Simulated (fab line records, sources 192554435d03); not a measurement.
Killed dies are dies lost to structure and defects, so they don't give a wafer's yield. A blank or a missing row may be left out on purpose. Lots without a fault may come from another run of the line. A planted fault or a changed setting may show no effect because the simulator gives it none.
Chamber matching | flow n5_finfet | N5_BEOL_M11_DESCUM_16 on rie_diel-02: 4 sister chambers
The step chemistry O2, time 7.9 s. 14 wafers are shown with their chamber, then 7 later ones without.

WAFERS WITH THEIR CHAMBER
wafer  | chamber | showerhead_plenum_p_Torr (Torr) | drypump_motor_current_A (A) | rf_vpp_V (V)
L075.1 | 3       | 2.16                            | 6.6                         | 244.0
L075.3 | 2       | 2.07                            | 6.2                         | 240.9
L075.5 | 2       | 2.07                            | 6.1                         | 241.4
L078.1 | 2       | 2.07                            | 6.1                         | 241.3
L078.5 | 1       | 1.99                            | 6.2                         | 241.6
L078.6 | 0       | 2.20                            | 5.1                         | 245.0
L079.1 | 0       | 2.20                            | 5.1                         | 245.1
L079.3 | 1       | 1.99                            | 6.1                         | 242.2
L079.5 | 3       | 2.16                            | 6.6                         | 243.8
L090.1 | 1       | 1.99                            | 6.2                         | 241.1
L090.5 | 1       | 1.99                            | 6.2                         | 241.1
L090.6 | 0       | 2.19                            | 5.1                         | 245.2
L094.2 | 3       | 2.15                            | 6.6                         | 243.6
L094.5 | 1       | 1.99                            | 6.2                         | 240.6

SIGNATURES (means of the wafers above)
reading                  | chamber 0 | chamber 1 | chamber 2 | chamber 3 | scatter within a chamber
showerhead_plenum_p_Torr | 2.1967    | 1.9900    | 2.0700    | 2.1567    | 0.00365
drypump_motor_current_A  | 5.100     | 6.180     | 6.133     | 6.600     | 0.0383
rf_vpp_V                 | 245.100   | 241.320   | 241.200   | 243.800   | 0.413
Rule: a wafer's distance from a chamber is the root of the sum, over the readings, of the square of ((its reading less the chamber's mean) divided by the reading's scatter). The wafer belongs to the nearest chamber; if the next one is less than 2 further off, it can't be placed. The scatter: the root of (the sum of the squares of (reading less its chamber's mean) over the shown wafers, divided by (wafers less chambers)).

WAFERS WITHOUT THEIR CHAMBER
wafer  | showerhead_plenum_p_Torr (Torr) | drypump_motor_current_A (A) | rf_vpp_V (V)
L094.6 | 2.06                            | 6.1                         | 242.8
L093.3 | 1.99                            | 6.2                         | 242.0
L093.5 | 2.15                            | 6.6                         | 245.6
L093.6 | 2.19                            | 5.1                         | 244.7
L095.1 | 2.06                            | 6.1                         | 242.1
L095.2 | 2.15                            | 6.7                         | 242.3
L095.4 | 1.99                            | 6.2                         | 242.9

WHICH CHAMBER EACH WENT THROUGH
wafer  | from the rows above | in truth
L094.6 | 2                   | 2
L093.3 | 1                   | 1
L093.5 | 3                   | 3
L093.6 | 0                   | 0
L095.1 | 2                   | 2
L095.2 | 3                   | 3
L095.4 | 1                   | 1
Placed correctly: 7 of 7. Can't be placed from these rows: 0. Placed wrongly: 0.
